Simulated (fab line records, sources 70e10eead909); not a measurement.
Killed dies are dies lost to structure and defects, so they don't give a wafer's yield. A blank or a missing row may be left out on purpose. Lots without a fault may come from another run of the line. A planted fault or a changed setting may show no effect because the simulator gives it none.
Chamber matching | flow nand_harc | NHARC_A_STAIRCASE_CMP_152 on cmp-02: 4 sister chambers
The step polishes. 8 wafers are shown with their chamber, then 12 later ones without.

WAFERS WITH THEIR CHAMBER
wafer  | chamber | motor_current_A (A)
L083.6 | 2       | 11.5
L086.1 | 1       | 10.2
L086.5 | 2       | 11.5
L088.5 | 0       | 14.7
L088.6 | 1       | 10.3
L087.1 | 3       | 12.7
L087.5 | 0       | 13.6
L087.6 | 3       | 14.2

WAFERS WITHOUT THEIR CHAMBER
wafer  | motor_current_A (A)
L089.2 | 13.5
L089.3 | 10.2
L089.5 | 10.4
L091.2 | 12.6
L091.4 | 10.7
L091.5 | 11.8
L094.3 | 12.1
L094.4 | 13.1
L094.5 | 11.5
L095.2 | 10.2
L095.4 | 13.1
L095.6 | 13.5

WHICH CHAMBER EACH WENT THROUGH
wafer  | from the rows above          | in truth
L089.2 | can't be placed: 3 or 0      | 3
L089.3 | can't be placed: 1 or 2      | 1
L089.5 | can't be placed: 1 or 2      | 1
L091.2 | can't be placed: 3 or 2 or 0 | 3
L091.4 | can't be placed: 1 or 2      | 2
L091.5 | can't be placed: 2 or 1      | 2
L094.3 | can't be placed: 2 or 3 or 1 | 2
L094.4 | can't be placed: 3 or 0 or 2 | 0
L094.5 | can't be placed: 2 or 1      | 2
L095.2 | can't be placed: 1 or 2      | 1
L095.4 | can't be placed: 3 or 0 or 2 | 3
L095.6 | can't be placed: 3 or 0      | 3
Placed correctly: 0 of 12. Can't be placed from these rows: 12 (the true chamber is among the candidates in 12). Placed wrongly: 0.
How it was worked out, from the rows above alone: a wafer's distance from a chamber is the root of the sum, over the readings, of the square of ((its reading less the chamber's mean) divided by the reading's scatter). The wafer belongs to the nearest chamber; if the next one is less than 2 further off, it can't be placed. A chamber's mean is the mean of its shown wafers. The scatter: the root of (the sum of the squares of (reading less its chamber's mean) over the shown wafers, divided by (wafers less chambers)).
